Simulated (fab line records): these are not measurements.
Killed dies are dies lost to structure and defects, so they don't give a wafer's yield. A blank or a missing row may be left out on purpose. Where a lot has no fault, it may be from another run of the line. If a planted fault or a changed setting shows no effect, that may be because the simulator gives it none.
fab line records	flow n5Finfet
[record] lots = 11	wafers = 28	lastDay = 19
route steps=1938 shown BEOL_M4@1023
lots that met no fault: from a run of the same line without faults
startH: start of the lot's first displayed wafer, in hours after the record's first day	waitH: hours from the lot's prior step to this one	" same as the row above	L1.1+2: a row that stands for several wafers	- no value present, or no start provided	* or withheld: withheld	< > ~ a bound
route shown NAME@n: a module of which the file shows steps, and the number in the route of the first	usual: mean/standard deviation of fault-free wafers	same: alike in all rows	chamber/n: place in a boat	sites: the reading at each site	_std_site: their standard deviation	_edge_site: inner sites' mean taken away from outer sites' mean	radiusMm: how far each site lies from the wafer's centre	mask NAME#n: copy n	behind: the tool/chamber that last shaped the wafer	hold: why the lot was held/for how many hours/how that ended	device: which transistor (n, p or np) failed to switch	end of line: the tests these same wafers got at the end of their route	step lacking rows: just its recipe	killed: dies lost to structure and defects at the first sort, not the wafer's yield	map: a wafer's dies, x killed, . not, _ none there
set.NAME: setting as actually run; set.NAME@STEP: the setting as run at that earlier step	model.NAME: the simulator's own value behind a step, which no gauge read
one table for each step of the route and one row for each wafer, over a sample of lots
services: a tool's chamber out of use, with start hour (startH, from the record's first day; less than 0 if before it), hours out, and reason
[[steps]]
[step N5_BEOL_M4_PECVD_72]
[recipe] material = SiO2	targetThkA = 160	tempC = 400	precursor = TEOS/O2	pressureTorr = 5.5	rfW = 450	teosFlowSccm = 53.8	gas = O2	flowSccm = 3000	timeS = 18
[usual] heaterPowerW = 785/130	showerheadPlenumPTorr = 8.80/0.049	throttleValvePct = 23.0/1.2
lot.wafer	tool	chamber	startH	waitH	heaterPowerW	showerheadPlenumPTorr	throttleValvePct
L988.2	pecvd-02	0	161.14	0.0	825	8.86	22.4
L988.3	"	2	"	"	707	8.83	23.7
L988.5	"	2	"	"	709	8.82	23.7
L989.3	pecvd-04	1	166.41	0.0	602	8.86	24.5
L989.4	"	0	"	"	838	8.68	22.0
L994.1	pecvd-01	2	235.94	0.0	892	8.80	21.8
L994.3	"	1	"	"	910	8.80	24.3
L994.4	"	0	"	"	657	8.86	23.9
L993.1	pecvd-02	0	237.74	0.0	802	8.83	22.4
L993.2	"	2	"	"	777	8.82	21.4
L996.2	pecvd-02	1	245.92	0.0	580	8.81	23.8
L996.5	"	1	"	"	584	8.81	24.0
L998.2	pecvd-02	1	248.90	0.0	654	8.82	24.1
L998.4	"	1	"	"	661	8.79	24.1
L998.6	"	0	"	"	846	8.86	22.3
L102.1	pecvd-02	2	257.94	0.0	677	8.79	21.5
L102.2	"	1	"	"	654	8.80	23.9
L102.4	"	0	"	"	757	8.85	22.4
L100.4	pecvd-02	1	259.53	0.1	603	8.80	24.0
L100.5	"	2	"	"	706	8.80	21.4
L107.1	pecvd-01	2	299.08	0.0	963	8.79	21.7
L107.3	"	0	"	"	654	8.89	24.2
L109.1	pecvd-04	1	307.84	0.0	681	8.86	24.3
L109.5	"	2	"	"	788	8.73	20.6
L109.6	"	0	"	"	857	8.69	21.6
L110.3	pecvd-01	0	312.92	0.0	738	8.86	23.6
L110.5	"	2	"	"	975	8.77	21.9
L110.6	"	1	"	"	969	8.79	24.3
[step N5_BEOL_M4_SPUTTER_90]
[recipe] material = Cu	targetThkA = 45	tempC = -20	chamberPressurePa = 0.07	powerW = withheld	timeS = 8.29
[usual] substrateTempC = -19.98/0.1	throttleValvePct = 29.7/1.3
lot.wafer	tool	chamber	startH	waitH	substrateTempC	throttleValvePct
L988.2	pvdSputter-03	-	173.62	0.1	-20.04	29.0
L988.3	"	-	"	"	-19.93	28.0
L988.5	"	-	"	"	-20.09	29.7
L989.3	pvdSputter-03	-	184.14	0.1	-19.91	28.9
L989.4	"	-	"	"	-20.01	28.9
L994.1	pvdSputter-03	-	247.16	0.1	-20.03	27.7
L994.3	"	-	"	"	-20.02	28.8
L994.4	"	-	"	"	-19.97	29.5
L993.1	pvdSputter-03	-	254.62	0.1	-19.92	27.8
L993.2	"	-	"	"	-20.00	29.6
L996.2	pvdSputter-01	-	257.41	0.1	-20.03	32.6
L996.5	"	-	"	"	-19.86	32.8
L998.2	pvdSputter-02	-	270.22	0.1	-20.08	31.3
L998.4	"	-	"	"	-19.85	31.3
L998.6	"	-	"	"	-19.86	31.5
L100.4	pvdSputter-03	-	274.35	0.1	-19.82	28.7
L100.5	"	-	"	"	-19.99	28.9
L102.1	pvdSputter-02	-	275.61	0.1	-19.98	31.5
L102.2	"	-	"	"	-20.00	31.6
L102.4	"	-	"	"	-20.04	28.7
L107.1	pvdSputter-03	-	315.58	0.1	-19.94	29.0
L107.3	"	-	"	"	-19.82	29.0
L109.1	pvdSputter-02	-	330.14	0.1	-20.02	28.8
L109.5	"	-	"	"	-19.92	31.4
L109.6	"	-	"	"	-20.02	31.0
L110.3	pvdSputter-03	-	346.72	0.1	-19.85	28.9
L110.5	"	-	"	"	-20.11	28.7
L110.6	"	-	"	"	-20.15	27.9
[step N5_BEOL_M4_CMP_52]
[recipe] stopOn = SiOC	tOverpolishS = 6.8	downForcePsi = 1	platenRpm = 50	clearingPlatenDownForcePsi = 1.5	clearingPlatenRpm = 50	postCmpClean = cuAlkaline	targetThkNm = 40	clearingPlatenPadVelocityMS = 0.99484	padVelocityMS = 0.99484
[usual] barrierFieldEndpointS = 24.6/0.72	motorCurrentA = 6.3/0.67
lot.wafer	tool	chamber	startH	waitH	barrierFieldEndpointS	motorCurrentA
L988.2	cmp-04	2	175.16	0.4	25.1	6.5
L988.3	"	0	"	"	25.2	6.3
L988.5	"	1	"	"	26.4	6.6
L989.3	cmp-02	1	185.54	0.2	23.8	6.2
L989.4	"	2	"	"	24.5	4.9
L994.1	cmp-02	3	248.31	0.3	25.1	6.5
L994.4	"	1	"	"	24.3	5.5
L994.3	"	2	"	"	24.7	4.8
L993.1	cmp-01	2	256.01	0.5	24.9	6.7
L993.2	"	3	"	"	24.0	6.6
L996.2	cmp-01	2	258.56	0.2	25.0	6.7
L996.5	"	3	"	"	24.8	6.7
L998.4	cmp-04	3	271.37	0.1	13.5	5.6
L998.2	"	2	"	"	23.1	6.7
L998.6	"	0	"	"	24.5	6.5
L100.4	cmp-01	2	275.58	0.2	14.0	6.7
L100.5	"	0	"	"	25.7	5.5
L102.1	cmp-02	3	276.77	0.3	24.2	6.4
L102.2	"	0	"	"	23.1	7.2
L102.4	"	1	"	"	13.5	5.6
L107.3	cmp-02	1	316.85	0.2	24.4	6.0
L107.1	"	3	"	"	25.7	6.7
L109.1	cmp-02	2	331.40	0.4	23.9	5.3
L109.5	"	3	"	"	24.4	6.5
L109.6	"	0	"	"	23.7	7.4
L110.3	cmp-02	1	347.87	0.2	23.2	5.5
L110.5	"	1	"	"	25.3	5.8
L110.6	"	2	"	"	24.2	5.0
[step N5_BEOL_M4_THK_MEAS_53]
[recipe] thkMeasGauge = xrf	reads = Cu_of_BEOL_M4_ECD_50
[usual] M4_THK = 39.7/1.7
lot.wafer	tool	chamber	startH	waitH	M4_THK[nm]
L988.2	filmMetro-02	-	175.42	-	42.2
L988.3	"	-	"	"	42.6
L988.5	"	-	"	"	41.7
L989.3	filmMetro-01	-	185.79	-	40.9
L989.4	"	-	"	"	40.5
L994.1	filmMetro-02	-	248.60	-	41.4
L994.3	"	-	"	"	40.3
L994.4	"	-	"	"	39.0
L993.1	filmMetro-02	-	256.47	-	40.5
L993.2	"	-	"	"	38.4
L996.2	filmMetro-02	-	258.86	-	40.6
L996.5	"	-	"	"	40.3
L998.2	filmMetro-01	-	271.67	-	37.5
L998.4	"	-	"	"	37.6
L998.6	"	-	"	"	38.5
L100.4	filmMetro-01	-	275.80	-	40.0
L100.5	"	-	"	"	40.5
L102.1	filmMetro-01	-	277.06	-	41.3
L102.2	"	-	"	"	39.2
L102.4	"	-	"	"	39.0
L107.1	filmMetro-02	-	317.14	-	39.4
L107.3	"	-	"	"	38.6
L109.1	filmMetro-01	-	331.58	-	42.0
L109.5	"	-	"	"	39.4
L109.6	"	-	"	"	41.2
L110.3	filmMetro-02	-	348.16	-	42.3
L110.5	"	-	"	"	40.8
L110.6	"	-	"	"	41.1
[step N5_BEOL_M4_RS_MEAS_58]
[recipe] thkMeasGauge = four-point-probe	reads = Co_of_BEOL_M4_CO_CAP_55+Cu_of_BEOL_M4_ECD_50+Co_of_BEOL_M4_CVD_47+TaN_of_BEOL_M4_ALD_84
[usual] M4_RS = 0.67/0.037
lot.wafer	tool	chamber	startH	waitH	M4_RS[ohm/sq]
L988.2	filmMetro-01	-	175.68	0.1	0.63
L988.3	"	-	"	"	0.62
L988.5	"	-	"	"	0.64
L989.3	filmMetro-02	-	186.05	0.1	0.64
L989.4	"	-	"	"	0.64
L994.1	filmMetro-01	-	248.92	0.0	0.64
L994.3	"	-	"	"	0.66
L994.4	"	-	"	"	0.69
L993.1	filmMetro-02	-	256.74	0.0	0.65
L993.2	"	-	"	"	0.70
L996.2	filmMetro-01	-	259.12	0.1	0.65
L996.5	"	-	"	"	0.65
L998.2	filmMetro-02	-	271.93	0.1	0.71
L998.4	"	-	"	"	0.71
L998.6	"	-	"	"	0.68
L100.4	filmMetro-01	-	276.10	0.1	0.66
L100.5	"	-	"	"	0.65
L102.1	filmMetro-01	-	277.32	0.1	0.62
L102.2	"	-	"	"	0.67
L102.4	"	-	"	"	0.67
L107.1	filmMetro-02	-	317.40	0.0	0.68
L107.3	"	-	"	"	0.70
L109.1	filmMetro-01	-	331.91	0.0	0.62
L109.5	"	-	"	"	0.68
L109.6	"	-	"	"	0.64
L110.3	filmMetro-02	-	348.48	0.1	0.61
L110.5	"	-	"	"	0.65
L110.6	"	-	"	"	0.64
[step N5_BEOL_M4_RC_MEAS_101]
[usual] DIBL_N = 36.4/2.2	DIBL_P = 36.3/2.5	IOFF_N = 0.17/0.052	IOFF_P = 0.23/0.049	ION_N = 674/17	ION_P = 464/11	SS_N = 71.7/0.98	SS_P = 73.3/0.84	VT_N = 250/4	VT_P = -249/3.8
lot.wafer	tool	chamber	startH	waitH	DIBL_N[mV/V]	DIBL_P[mV/V]	IOFF_N[nA/um]	IOFF_P[nA/um]	ION_N[uA/um]	ION_P[uA/um]	SS_N[mV/dec]	SS_P[mV/dec]	VT_N[mV]	VT_P[mV]
L988.2	prober-02	0	175.89	0.2	36.9	38.2	0.18	0.25	708	483	71.2	73.4	246	-246
L988.3	"	0	"	"	40.0	41.8	0.23	0.32	704	487	72.4	75.1	245	-243
L988.5	"	0	"	"	38.3	40.1	0.19	0.30	682	472	72.0	75.2	246	-245
L989.3	prober-01	0	186.41	0.3	36.5	36.3	0.15	0.22	686	466	71.0	72.7	247	-249
L989.4	"	0	"	"	34.8	33.8	0.11	0.18	627	440	71.2	73.0	259	-257
L994.1	prober-02	0	248.98	0.0	38.3	38.9	0.21	0.25	697	472	72.0	73.7	247	-249
L994.3	"	0	"	"	39.6	38.2	0.22	0.24	675	456	72.2	74.4	248	-250
L994.4	"	0	"	"	35.8	33.9	0.17	0.17	673	454	72.2	72.9	248	-252
L993.1	prober-01	0	256.79	0.0	34.1	32.0	0.11	0.18	652	460	71.0	72.5	257	-249
L993.2	"	0	"	"	35.5	34.3	0.14	0.22	664	463	70.7	73.3	252	-246
L996.2	prober-01	0	259.32	0.2	34.4	35.8	0.15	0.20	683	464	72.2	73.1	248	-250
L996.5	"	0	"	"	34.4	36.2	0.14	0.22	651	454	71.8	73.4	253	-252
L998.2	prober-02	0	272.13	0.2	33.8	34.2	0.12	0.18	657	453	70.8	72.6	255	-254
L998.4	"	0	"	"	37.0	38.3	0.16	0.22	667	456	72.2	73.7	250	-252
L998.6	"	0	"	"	39.7	41.5	0.21	0.29	683	467	72.6	74.8	245	-247
L100.4	prober-02	0	276.61	0.5	34.6	33.3	0.14	0.21	672	465	71.2	72.7	252	-248
L100.5	"	0	"	"	36.6	33.8	0.19	0.20	635	443	74.6	73.0	253	-249
L102.1	prober-01	0	277.38	0.0	35.7	34.5	0.13	0.21	649	452	70.9	73.4	254	-249
L102.2	"	0	"	"	34.9	33.4	0.14	0.19	676	469	71.3	72.6	248	-252
L102.4	"	0	"	"	37.0	36.6	0.17	0.26	680	468	71.5	73.4	246	-246
L107.1	prober-02	0	317.45	0.0	36.8	36.9	0.18	0.24	689	468	71.7	72.9	245	-248
L107.3	"	0	"	"	38.1	38.4	0.19	0.25	679	463	72.0	73.9	246	-245
L109.1	prober-02	0	331.96	0.0	35.2	34.1	0.15	0.20	683	464	71.3	72.3	249	-251
L109.5	"	0	"	"	35.0	34.6	0.14	0.20	675	466	71.2	72.1	251	-250
L109.6	"	0	"	"	36.6	36.3	0.17	0.23	689	470	72.5	73.7	249	-249
L110.3	prober-01	0	348.84	0.3	35.3	35.1	0.15	0.21	679	470	71.6	73.5	252	-248
L110.5	"	0	"	"	37.2	37.3	0.19	0.24	687	470	71.8	73.9	247	-249
L110.6	"	0	"	"	32.0	30.7	0.11	0.16	676	470	69.8	72.2	255	-253
[[services]]
tool	chamber	startH	hours	kind
cmp-02	-	151.06	3.3	repair
pvdSputter-01	-	155.00	1.1	repair
pvdSputter-01	-	161.50	48.4	repair
pecvd-02	1	190.96	5.5	scheduledDown
pecvd-02	2	196.28	4.4	repair
cmp-02	-	198.67	9.0	repair
pecvd-02	2	202.38	-	clean
pecvd-02	2	202.38	-	consumableReplace:showerhead
pecvd-02	2	202.38	29.0	scheduledDown
pecvd-02	2	202.38	29.0	ventCycle
cmp-02	-	213.11	2.2	repair
cmp-04	-	214.01	0.5	repair
cmp-01	-	216.58	4.6	pm
cmp-04	-	222.93	2.0	repair
cmp-02	-	224.69	1.6	repair
cmp-01	-	235.07	4.0	pm
cmp-01	-	243.20	0.8	repair
pecvd-02	-	243.26	0.3	repair
pecvd-04	2	262.03	15.0	repair
pecvd-04	-	269.34	2.8	pm
cmp-04	-	274.33	6.9	pm
cmp-02	-	295.18	1.3	repair
cmp-01	-	305.16	2.4	repair
cmp-02	-	305.50	7.7	pm
[[key]]
[firstSign] step = N5_BEOL_M4_CMP_52	reading = barrierFieldEndpointS	direction = down	sigmas = 15	usual = 24.6	struck = 13.7
effect none on later readings
metAt N5_BEOL_M4_PECVD_72
struckLots L998,L100,L102
struckWafers L998.4,L100.4,L102.4
[baselineLoss] step = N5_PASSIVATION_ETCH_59	wafers = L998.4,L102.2
notActingAt N5_BEOL_M4_SPUTTER_90,N5_BEOL_M4_THK_MEAS_53,N5_BEOL_M4_RS_MEAS_58
onsetBetween 245.92 248.90
[fault] kind = processParameterDrift	tool = pecvd-02	chamber = -	onsetH = 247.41	steps = N5_BEOL_M4_PECVD_72	channel = timeS	offset = *	shape = step	endH = 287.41	scope = struckWafersOnly	actsIn = *	stated = *
// baselineLoss: these wafers lose ten dies or more at that step, a loss of the line's own and not of a fault; the sort's usual values leave them out
